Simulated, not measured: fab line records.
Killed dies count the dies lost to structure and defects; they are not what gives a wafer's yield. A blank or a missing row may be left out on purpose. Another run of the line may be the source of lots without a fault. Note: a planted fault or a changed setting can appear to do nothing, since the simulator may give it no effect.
The same fault as seen by 3 desks ; flow n5_finfet ; only its own numbers are on each desk; what lay behind them is given at the end

THE DEFECT DESK
For each lot, the counts of the inspections along the route, averaged over the sampled wafers that have a number. Marked OUT: a lot whose mean sits more than 4 standard deviations from the usual mean, which makes it out of limits; the brackets give that distance.
Columns: A = raw_defect_count at N5_BEOL_M0_CUTY_INSPECT_59, usual 2.2
lot;first seen here;A
L595;day 7 10:50;2.3
L598;day 8 04:59;2.3
L599;day 8 16:17;4.7
L605;day 9 20:32;1.7
L611;day 11 13:41;3.7
This desk found nothing out of limits on any of the 5 lots.

THE TOOL OWNER'S DESK: rie_diel-01
The tool's own readings at N5_BEOL_M0_ETCH_128 (etches SiCN in CF4/N2, target depth 12 nm, overetch 5.1 nm, time 21.4 s): means of the sampled wafers that have a number, for each lot that ran on this tool. Marked OUT: a lot whose mean sits more than 4 standard deviations from the usual mean, which makes it out of limits; the brackets give that distance.
Columns: A = drypump_motor_current_A at N5_BEOL_M0_ETCH_128, usual 5.8 A; B = oes_product_au at N5_BEOL_M0_ETCH_128, usual 0.57 a.u.; C = rf_fwd_power_W at N5_BEOL_M0_ETCH_128, usual 425.4 W; D = rf_vpp_V at N5_BEOL_M0_ETCH_128, usual 382.8 V; E = showerhead_plenum_p_Torr at N5_BEOL_M0_ETCH_128, usual 2.23 Torr; F = throttle_valve_pct at N5_BEOL_M0_ETCH_128, usual 15.38 %
lot;first seen here;A;B;C;D;E;F
L595;day 7 16:48;5.5;0.63;427.6;381.2;2.16;15.19
L598;day 8 05:43;5.7;0.63;510.9 (+47) OUT;363.7 (-7.6) OUT;2.23;15.32
L611;day 11 19:19;5.6;0.59;426.9;381.5;2.15;15.23
This desk's verdict: out of limits on L598, starting with L598 at day 8 05:43 (rf_fwd_power_W at N5_BEOL_M0_ETCH_128). L595, L611: within limits.

AT THE METROLOGY DESK
Lot by lot, what the gauges showed, no matter which tool ran the lot: averages of those sampled wafers that carry a number. Marked OUT: a lot whose mean sits more than 4 standard deviations from the usual mean, which makes it out of limits; the brackets give that distance. Of its 12 readings 7 are shown: those that lie furthest out on some lot.
Columns: A = cd_nm at N5_BEOL_M0_CUTY_CD_MEAS_57, usual 199.7 nm; B = M0_ABLK_OVL at N5_BEOL_M0_CUTY_OVL_MEAS_58, usual -0.6 nm; C = DIBL_N at N5_BEOL_M4_RC_MEAS_101, usual 36.1 mV/V; D = DIBL_P at N5_BEOL_M4_RC_MEAS_101, usual 35.8 mV/V; E = IOFF_N at N5_BEOL_M4_RC_MEAS_101, usual 0.157 nA/um; F = IOFF_P at N5_BEOL_M4_RC_MEAS_101, usual 0.21 nA/um; G = SS_N at N5_BEOL_M4_RC_MEAS_101, usual 71.3 mV/dec
lot;first seen here;A;B;C;D;E;F;G
L595;day 7 10:47;200.2;-0.9;38.6;38.7;0.198;0.27;71.8
L598;day 8 04:56;198.3;-0.0;36.7;36.3;0.171;0.22;72.0
L599;day 8 16:13;199.8;-2.5;36.7;37.3;0.171;0.23;72.1
L605;day 9 20:29;198.7;-0.2;36.3;36.9;0.159;0.23;71.0
L611;day 11 13:37;198.0;0.0;37.1;37.3;0.166;0.23;71.7
This desk found nothing out of limits on any of the 5 lots.

ALL TOGETHER
At day 8 05:43, on L598, the tool owner's desk was in a position to raise an alarm.
The defect desk saw nothing out of limits.
At the metrology desk, nothing out of limits was observed.
The defect desk has L598 on record, within its limits.
The metrology desk holds a record of L598, inside its limits.
Of the lots named, all ran N5_BEOL_M0_ETCH_128 on rie_diel-01.

WHAT THE SIMULATOR HAD INSERTED
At N5_BEOL_M0_ETCH_128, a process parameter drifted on rie_diel-01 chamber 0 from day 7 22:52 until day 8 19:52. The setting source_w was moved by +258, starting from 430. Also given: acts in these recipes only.
Shown lots that were struck: L598.
Hours from the fault's start to each desk's first reading out of limits: the tool owner's desk, 7.
